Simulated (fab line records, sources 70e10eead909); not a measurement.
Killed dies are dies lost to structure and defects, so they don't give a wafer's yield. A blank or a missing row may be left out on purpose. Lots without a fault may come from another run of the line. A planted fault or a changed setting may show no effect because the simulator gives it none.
Chamber matching | flow nand_harc | NHARC_A_CHANNEL_FILL_D1_ALD_14 on ald_hk-04: 4 sister chambers
The step deposits SiO2, target thk 2.5 nm, pulse time 10 s, ald cycles 25. 8 wafers are shown with their chamber, then 10 later ones without.

WAFERS WITH THEIR CHAMBER
wafer  | chamber | heater_power_w (W) | precursor_pulse_height_rel
L085.2 | 0       | 463                | 0.970
L089.1 | 0       | 472                | 1.014
L089.4 | 2       | 460                | 1.018
L089.3 | 3       | 438                | 1.000
L089.5 | 2       | 474                | 0.974
L089.6 | 1       | 444                | 1.017
L091.3 | 1       | 438                | 1.003
L091.4 | 3       | 427                | 0.994

WAFERS WITHOUT THEIR CHAMBER
wafer  | heater_power_w (W) | precursor_pulse_height_rel
L091.5 | 429                | 1.021
L090.1 | 469                | 1.022
L090.4 | 433                | 1.001
L090.5 | 472                | 0.990
L095.2 | 451                | 0.995
L095.4 | 470                | 1.028
L095.6 | 468                | 0.998
L095.1 | 461                | 0.996
L095.3 | 438                | 0.961
L095.5 | 441                | 0.977

WHICH CHAMBER EACH WENT THROUGH
wafer  | from the rows above               | in truth
L091.5 | can't be placed: 3 or 1           | 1
L090.1 | can't be placed: 2 or 0           | 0
L090.4 | can't be placed: 3 or 1           | 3
L090.5 | can't be placed: 0 or 2           | 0
L095.2 | can't be placed: 1 or 2 or 0 or 3 | 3
L095.4 | can't be placed: 2 or 0           | 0
L095.6 | can't be placed: 2 or 0           | 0
L095.1 | can't be placed: 2 or 0 or 1      | 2
L095.3 | can't be placed: 3 or 1           | 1
L095.5 | can't be placed: 3 or 1           | 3
Placed correctly: 0 of 10. Can't be placed from these rows: 10 (the true chamber is among the candidates in 10). Placed wrongly: 0.
How it was worked out, from the rows above alone: a wafer's distance from a chamber is the root of the sum, over the readings, of the square of ((its reading less the chamber's mean) divided by the reading's scatter). The wafer belongs to the nearest chamber; if the next one is less than 2 further off, it can't be placed. A chamber's mean is the mean of its shown wafers. The scatter: the root of (the sum of the squares of (reading less its chamber's mean) over the shown wafers, divided by (wafers less chambers)).
